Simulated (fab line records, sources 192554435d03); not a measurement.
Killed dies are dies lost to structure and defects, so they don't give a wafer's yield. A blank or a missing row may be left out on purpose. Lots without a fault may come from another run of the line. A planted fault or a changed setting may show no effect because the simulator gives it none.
Which tool did it? | flow n5_finfet | 7 lots, 19 wafers sampled, at 8 steps of a route of 1938

WHAT THE GAUGES READ, wafer by wafer
N5_BEOL_M10_OCD_MEAS_38. Usual: trench_depth_nm 149.1 nm, standard deviation 1.5.
lot  | measured     | on     | trench_depth_nm (nm) | flag
L988 | day 10 12:17 | ocd-02 | 149.0 147.1 149.1    |
L992 | day 11 07:19 | ocd-02 | 147.8 147.7 149.2    |
L998 | day 13 02:41 | ocd-01 | 151.8 193.0          | OFF
L102 | day 13 17:43 | ocd-02 | 147.8 194.3          | OFF
L106 | day 14 09:32 | ocd-02 | 149.1 150.0 148.6    |
L104 | day 14 18:52 | ocd-01 | 149.6 147.8 147.9    |
L109 | day 15 21:40 | ocd-01 | 148.9 149.2 148.3    |

N5_BEOL_M10_THK_MEAS_53: measures by xrf. Usual: M10_THK 138.8 nm, standard deviation 1.9.
lot  | measured     | on            | M10_THK (nm)      | flag
L988 | day 10 16:18 | film_metro-01 | 138.5 134.3 139.3 |
L992 | day 11 10:24 | film_metro-02 | 137.6 137.6 138.9 |
L998 | day 13 05:50 | film_metro-01 | 140.8 182.2       | OFF
L102 | day 13 20:44 | film_metro-01 | 135.4 180.5       | OFF
L106 | day 14 13:08 | film_metro-01 | 139.2 139.9 137.5 |
L104 | day 14 22:04 | film_metro-01 | 138.4 136.3 137.0 |
L109 | day 16 00:43 | film_metro-02 | 139.8 141.0 139.4 |

N5_BEOL_M10_RS_MEAS_57: measures by four-point-probe. Usual: M10_RS 0.1507 ohm/sq, standard deviation 0.0022.
lot  | measured     | on            | M10_RS (ohm/sq)      | flag
L988 | day 10 16:26 | film_metro-01 | 0.1504 0.1553 0.1492 |
L992 | day 11 10:32 | film_metro-01 | 0.1546 0.1546 0.1526 |
L998 | day 13 05:59 | film_metro-01 | 0.1482 0.1121        | OFF
L102 | day 13 20:52 | film_metro-01 | 0.1543 0.1124        | OFF
L106 | day 14 13:17 | film_metro-02 | 0.1489 0.1483 0.1511 |
L104 | day 14 22:13 | film_metro-01 | 0.1496 0.1521 0.1510 |
L109 | day 16 00:52 | film_metro-01 | 0.1499 0.1486 0.1514 |

N5_BEOL_M15_RC_MEAS_101. Usual: COMB_M11 1.5e-11 S/m, standard deviation 3.3e-12; COMB_M12 6.3e-12 S/m, standard deviation 1.4e-12; COMB_M13 4.7e-12 S/m, standard deviation 1e-12; COMB_M14 3.5e-12 S/m, standard deviation 6.9e-13; COMB_M15 2.4e-12 S/m, standard deviation 5.7e-13; COMB_M5 3.7e-11 S/m, standard deviation 7.8e-12; COMB_M6 2.6e-11 S/m, standard deviation 5.3e-12; COMB_M7 2.7e-11 S/m, standard deviation 5.3e-12; COMB_M8 2.6e-11 S/m, standard deviation 5.3e-12; COMB_M9 1.5e-11 S/m, standard deviation 3.2e-12; SERP_M10 3.05 ohm/um, standard deviation 0.061; SERP_M10_max_site 3.14 ohm/um, standard deviation 0.07; SERP_M11 3.05 ohm/um, standard deviation 0.073; SERP_M12 0.637 ohm/um, standard deviation 0.012; SERP_M13 0.308 ohm/um, standard deviation 0.0055; SERP_M14 0.1589 ohm/um, standard deviation 0.0028; SERP_M5 38.7 ohm/um, standard deviation 1.5; SERP_M5_max_site 40.0 ohm/um, standard deviation 1.6; SERP_M6 13.8 ohm/um, standard deviation 0.44; SERP_M7 13.7 ohm/um, standard deviation 0.47; SERP_M8 13.7 ohm/um, standard deviation 0.47; SERP_M9 3.08 ohm/um, standard deviation 0.072.
lot  | measured     | on        | COMB_M11 (S/m)          | COMB_M12 (S/m)          | COMB_M13 (S/m)          | COMB_M14 (S/m)          | COMB_M15 (S/m)          | COMB_M5 (S/m)           | COMB_M6 (S/m)           | COMB_M7 (S/m)           | COMB_M8 (S/m)           | COMB_M9 (S/m)           | SERP_M10 (ohm/um) | SERP_M10_max_site (ohm/um) | SERP_M11 (ohm/um) | SERP_M12 (ohm/um) | SERP_M13 (ohm/um) | SERP_M14 (ohm/um)    | SERP_M5 (ohm/um) | SERP_M5_max_site (ohm/um) | SERP_M6 (ohm/um) | SERP_M7 (ohm/um) | SERP_M8 (ohm/um) | SERP_M9 (ohm/um) | flag
L988 | day 12 02:19 | prober-02 | 1.6e-11 1.3e-11 1.8e-11 | 6.5e-12 5.2e-12 6.3e-12 | 4.4e-12 6.6e-12 3.7e-12 | 4.3e-12 2e-12 2.5e-12   | 2.7e-12 3.1e-12 2.7e-12 | 3.5e-11 4e-11 3e-11     | 2.2e-11 2.8e-11 2.9e-11 | 2.1e-11 2.2e-11 2.7e-11 | 3.2e-11 2.5e-11 2.1e-11 | 1.8e-11 2.3e-11 1.4e-11 | 3.09 3.20 3.08    | 3.19 3.26 3.14             | 2.95 2.99 2.90    | 0.649 0.646 0.624 | 0.302 0.309 0.299 | 0.1573 0.1573 0.1599 | 39.8 40.2 37.8   | 40.9 41.3 38.8            | 13.9 14.4 14.1   | 14.1 14.5 13.5   | 13.0 13.3 13.8   | 3.01 2.95 3.11   |
L992 | day 13 03:35 | prober-01 | 1.5e-11 1.4e-11 1.4e-11 | 5.7e-12 5.1e-12 4.8e-12 | 4.7e-12 6.9e-12 5.8e-12 | 2.4e-12 3.9e-12 4.2e-12 | 2.4e-12 2.5e-12 2.4e-12 | 3.6e-11 3.5e-11 3.5e-11 | 2e-11 2.3e-11 2e-11     | 2.5e-11 2.9e-11 2.8e-11 | 3.1e-11 3.1e-11 3.3e-11 | 1.5e-11 1.2e-11 1.5e-11 | 3.17 3.14 3.03    | 3.25 3.17 3.15             | 3.18 3.06 3.01    | 0.641 0.661 0.629 | 0.317 0.317 0.306 | 0.1590 0.1596 0.1590 | 36.6 35.4 38.5   | 39.4 36.9 42.1            | 13.2 13.2 12.9   | 13.9 13.3 12.8   | 14.3 13.7 14.2   | 3.15 3.14 3.10   |
L998 | day 14 12:52 | prober-01 | 1.6e-11 1.6e-11         | 8.6e-12 5.7e-12         | 7.4e-12 6.3e-12         | 3.7e-12 3.3e-12         | 2.8e-12 2.9e-12         | 4.2e-11 4e-11           | 2.1e-11 2.1e-11         | 2e-11 2.2e-11           | 2.3e-11 3.4e-11         | 1.6e-11 1.3e-11         | 3.01 2.24         | 3.02 2.29                  | 2.99 3.02         | 0.643 0.630       | 0.312 0.308       | 0.1595 0.1632        | 37.9 37.5        | 39.0 39.4                 | 13.0 14.2        | 13.7 13.1        | 13.1 14.0        | 3.06 3.04        | OFF
L102 | day 15 04:25 | prober-02 | 1.4e-11 1.6e-11         | 4.3e-12 6.3e-12         | 5.2e-12 2.8e-12         | 2.1e-12 4.3e-12         | 1.9e-12 3.2e-12         | 3.1e-11 4.1e-11         | 1.7e-11 1.6e-11         | 3.4e-11 3.2e-11         | 2.2e-11 4.2e-11         | 1.5e-11 1.5e-11         | 3.08 2.31         | 3.23 2.39                  | 3.07 3.07         | 0.633 0.647       | 0.317 0.306       | 0.1581 0.1534        | 38.3 41.6        | 39.0 43.5                 | 13.3 12.9        | 13.9 13.6        | 13.8 13.6        | 3.02 3.15        | OFF
L106 | day 15 20:44 | prober-02 | 2e-11 1.5e-11 1.6e-11   | 5e-12 6.1e-12 8.9e-12   | 4.5e-12 5.2e-12 3.8e-12 | 3.2e-12 3.2e-12 3.9e-12 | 1.7e-12 2e-12 2.4e-12   | 4.8e-11 4.6e-11 4.2e-11 | 1.9e-11 2.2e-11 2.2e-11 | 1.7e-11 2e-11 2.7e-11   | 2.8e-11 3.3e-11 2.6e-11 | 1.5e-11 1.6e-11 2.2e-11 | 2.94 2.96 3.04    | 3.02 3.10 3.13             | 3.03 3.07 3.19    | 0.611 0.617 0.635 | 0.310 0.300 0.302 | 0.1604 0.1642 0.1591 | 41.0 38.1 39.5   | 41.7 39.4 40.3            | 14.0 14.5 14.8   | 13.9 13.3 14.2   | 13.6 14.0 13.6   | 3.23 3.08 3.07   |
L104 | day 16 07:19 | prober-02 | 1.2e-11 1.1e-11 1.4e-11 | 7.3e-12 6.5e-12 5.3e-12 | 3.9e-12 3.9e-12 6.3e-12 | 3.5e-12 2.8e-12 3.1e-12 | 2.5e-12 3.2e-12 2.2e-12 | 5e-11 3.3e-11 2.9e-11   | 3e-11 2.4e-11 2.5e-11   | 2.6e-11 2.2e-11 2.1e-11 | 2.3e-11 2.3e-11 3.1e-11 | 1e-11 1.6e-11 1.5e-11   | 3.09 3.04 3.10    | 3.20 3.32 3.22             | 2.98 3.03 3.05    | 0.660 0.643 0.654 | 0.310 0.312 0.305 | 0.1602 0.1597 0.1582 | 39.6 38.1 39.7   | 40.1 38.9 41.6            | 14.1 13.9 14.1   | 13.2 13.2 12.6   | 14.9 13.9 14.2   | 3.14 3.14 3.00   |
L109 | day 17 06:01 | prober-01 | 1.6e-11 1.9e-11 1.9e-11 | 6e-12 6.5e-12 7.1e-12   | 4.2e-12 6.6e-12 5.1e-12 | 4e-12 3.4e-12 4.7e-12   | 2.4e-12 2.5e-12 2.2e-12 | 2.9e-11 4.8e-11 3e-11   | 2.9e-11 3.1e-11 3.1e-11 | 2.8e-11 2.7e-11 2.2e-11 | 2.7e-11 2.5e-11 3.4e-11 | 1.7e-11 1.4e-11 1.8e-11 | 2.97 3.00 3.04    | 3.04 3.04 3.21             | 3.13 2.95 3.11    | 0.647 0.636 0.641 | 0.307 0.297 0.313 | 0.1588 0.1620 0.1606 | 39.4 38.3 37.1   | 40.1 39.1 38.5            | 13.4 14.2 13.9   | 12.8 13.4 13.6   | 13.7 14.4 13.9   | 3.27 3.11 3.16   |

WHICH TOOL RAN EACH LOT (tool, then ch and the chambers of the sampled wafers, then the start)
lot  | N5_BEOL_M10_VIA_ETCH_34            | N5_BEOL_M10_TRENCH_ETCH_37         | N5_BEOL_M10_ALD_74                  | N5_BEOL_M10_SURFACE_TREAT_76
L988 | rie_diel-01 ch 0,2, day 10 12:01   | rie_diel-01 ch 0,2, day 10 12:07   | ald_metal-02 ch 2,3, day 10 14:17   | pvd_sputter-02, day 10 14:35
L992 | rie_diel-01 ch 1,3, day 11 07:01   | rie_diel-01 ch 1,3, day 11 07:07   | ald_metal-04 ch 0,1,2, day 11 08:03 | pvd_sputter-01, day 11 08:37
L998 | rie_diel-01 ch 0,3, day 13 02:25   | rie_diel-01 ch 0,3, day 13 02:31   | ald_metal-04 ch 1,2, day 13 03:57   | pvd_sputter-02, day 13 04:22
L102 | rie_diel-01 ch 2,3, day 13 17:27   | rie_diel-01 ch 2,3, day 13 17:33   | ald_metal-02 ch 1,2, day 13 18:49   | pvd_sputter-01, day 13 19:06
L106 | rie_diel-05 ch 0,1,3, day 14 09:15 | rie_diel-05 ch 0,1,3, day 14 09:22 | ald_metal-02 ch 0,2,3, day 14 10:37 | pvd_sputter-02, day 14 10:55
L104 | rie_diel-06 ch 0,1, day 14 18:34   | rie_diel-06 ch 0,1, day 14 18:41   | ald_metal-04 ch 0,2, day 14 19:46   | pvd_sputter-01, day 14 20:14
L109 | rie_diel-06 ch 1,2,3, day 15 21:23 | rie_diel-06 ch 1,2,3, day 15 21:29 | ald_metal-02 ch 0,2, day 15 22:46   | pvd_sputter-01, day 15 23:08
- N5_BEOL_M10_VIA_ETCH_34: etches SiCOH lowk in C4F6/O2, target depth 184.5 nm, time 69.2 s.
- N5_BEOL_M10_TRENCH_ETCH_37: etches SiCOH lowk in C4F6/O2, target depth 148.83 nm, time 48 s.
- N5_BEOL_M10_ALD_74: deposits TaN, target thk 2 nm, pulse time 2 s, purge time 3 s.
- N5_BEOL_M10_SURFACE_TREAT_76

WHAT THE TOOLS THEMSELVES READ (means of the sampled wafers that have a number; where no wafer has one, the mark that the record gives instead)
N5_BEOL_M10_VIA_ETCH_34. Usual: C4F6_flow_sccm 10.000 sccm, standard deviation 0.029; drypump_motor_current_A 5.5 A, standard deviation 0.44; oes_product_au 0.81 a.u., standard deviation 0.073; rf_vpp_V 663 V, standard deviation 5.2; showerhead_plenum_p_Torr 2.84 Torr, standard deviation 0.1; throttle_valve_pct 20.89 %, standard deviation 0.22.
lot  | tool        | C4F6_flow_sccm (sccm) | drypump_motor_current_A (A) | oes_product_au (a.u.) | rf_vpp_V (V) | showerhead_plenum_p_Torr (Torr) | throttle_valve_pct (%) | flag
L988 | rie_diel-01 | 9.964                 | 5.6                         | 0.73                  | 658          | 2.76                            | 20.90                  |
L992 | rie_diel-01 | 10.022                | 5.5                         | 0.71                  | 664          | 2.79                            | 20.92                  |
L998 | rie_diel-01 | 10.018                | 5.8                         | 0.85                  | 662          | 2.78                            | 20.81                  |
L102 | rie_diel-01 | 10.033                | 5.3                         | 0.75                  | 662          | 2.73                            | 20.66                  |
L106 | rie_diel-05 | 10.000                | 5.5                         | 0.82                  | 666          | 2.88                            | 20.74                  |
L104 | rie_diel-06 | 10.012                | 5.3                         | 0.80                  | 663          | 2.98                            | 21.11                  |
L109 | rie_diel-06 | 9.987                 | 5.9                         | 0.86                  | 661          | 2.90                            | 21.01                  |

N5_BEOL_M10_TRENCH_ETCH_37. Usual: C4F6_flow_sccm 10.00 sccm, standard deviation 0.032; drypump_motor_current_A 5.5 A, standard deviation 0.44; oes_product_au 0.81 a.u., standard deviation 0.073; rf_vpp_V 663 V, standard deviation 5.3; showerhead_plenum_p_Torr 2.84 Torr, standard deviation 0.1; throttle_valve_pct 20.92 %, standard deviation 0.22.
lot  | tool        | C4F6_flow_sccm (sccm) | drypump_motor_current_A (A) | oes_product_au (a.u.) | rf_vpp_V (V) | showerhead_plenum_p_Torr (Torr) | throttle_valve_pct (%) | flag
L988 | rie_diel-01 | 9.97                  | 5.6                         | 0.74                  | 658          | 2.76                            | 20.93                  |
L992 | rie_diel-01 | 9.97                  | 5.6                         | 0.72                  | 664          | 2.79                            | 20.93                  |
L998 | rie_diel-01 | 10.04                 | 5.8                         | 0.93                  | 662          | 2.78                            | 20.87                  |
L102 | rie_diel-01 | 10.00                 | 5.3                         | 0.82                  | 662          | 2.73                            | 20.71                  |
L106 | rie_diel-05 | 10.01                 | 5.5                         | 0.82                  | 665          | 2.88                            | 20.75                  |
L104 | rie_diel-06 | 9.99                  | 5.3                         | 0.79                  | 663          | 2.98                            | 21.14                  |
L109 | rie_diel-06 | 10.00                 | 5.9                         | 0.86                  | 661          | 2.90                            | 21.02                  |

N5_BEOL_M10_ALD_74. Usual: chamber_pressure_Torr 3.001 Torr, standard deviation 0.0059; heater_power_w 407 W, standard deviation 31; mfc_carrier_sccm 1501 sccm, standard deviation 4.6.
lot  | tool         | chamber_pressure_Torr (Torr) | heater_power_w (W) | mfc_carrier_sccm (sccm) | flag
L988 | ald_metal-02 | 2.996                        | 409                | 1498                    |
L992 | ald_metal-04 | 3.004                        | 425                | 1503                    |
L998 | ald_metal-04 | 3.003                        | 424                | 1496                    |
L102 | ald_metal-02 | 2.994                        | 434                | 1504                    |
L106 | ald_metal-02 | 3.011                        | 381                | 1499                    |
L104 | ald_metal-04 | 3.003                        | 437                | 1507                    |
L109 | ald_metal-02 | 2.999                        | 378                | 1496                    |

N5_BEOL_M10_SURFACE_TREAT_76. Usual: ar_flow_sccm 29.99 sccm, standard deviation 0.089.
lot  | tool           | ar_flow_sccm (sccm) | flag
L988 | pvd_sputter-02 | 29.92               |
L992 | pvd_sputter-01 | 30.05               |
L998 | pvd_sputter-02 | 29.94               |
L102 | pvd_sputter-01 | 30.08               |
L106 | pvd_sputter-02 | 29.99               |
L104 | pvd_sputter-01 | 29.89               |
L109 | pvd_sputter-01 | 29.93               |

THE ANSWER, worked out from the rows above alone
Rule: a lot is off if the mean of its wafers that have a number lies more than 3 standard deviations from the usual mean. A lot without any number at a reading at which 4 lots or more have one is off too. The other lots that the step has rows for count as sound. The gauges are gone through in route order, then the tools' own readings, and for those a lot's mean is taken as printed above. The first step at which some lot is off is used, and at that step the reading that is off furthest; a lot without a number counts as furthest.
Off: L998, L102, at N5_BEOL_M10_OCD_MEAS_38 (trench_depth_nm).
A tool fits if, at a process step before that reading, it ran every lot that is off, and no sound lot after the first of them. The gauges at N5_BEOL_M10_OCD_MEAS_38 aren't tried: what is off there is off at N5_BEOL_M10_THK_MEAS_53 too, on other tools, and a gauge's error can't cause that. One fits: rie_diel-01 at N5_BEOL_M10_VIA_ETCH_34 and N5_BEOL_M10_TRENCH_ETCH_37. At N5_BEOL_M10_VIA_ETCH_34 its last sound lot is L992 (day 11 07:01), its first lot that is off L998 (day 13 02:25): a fault that began between those two fits.

WHAT THE SIMULATOR HAD PUT IN
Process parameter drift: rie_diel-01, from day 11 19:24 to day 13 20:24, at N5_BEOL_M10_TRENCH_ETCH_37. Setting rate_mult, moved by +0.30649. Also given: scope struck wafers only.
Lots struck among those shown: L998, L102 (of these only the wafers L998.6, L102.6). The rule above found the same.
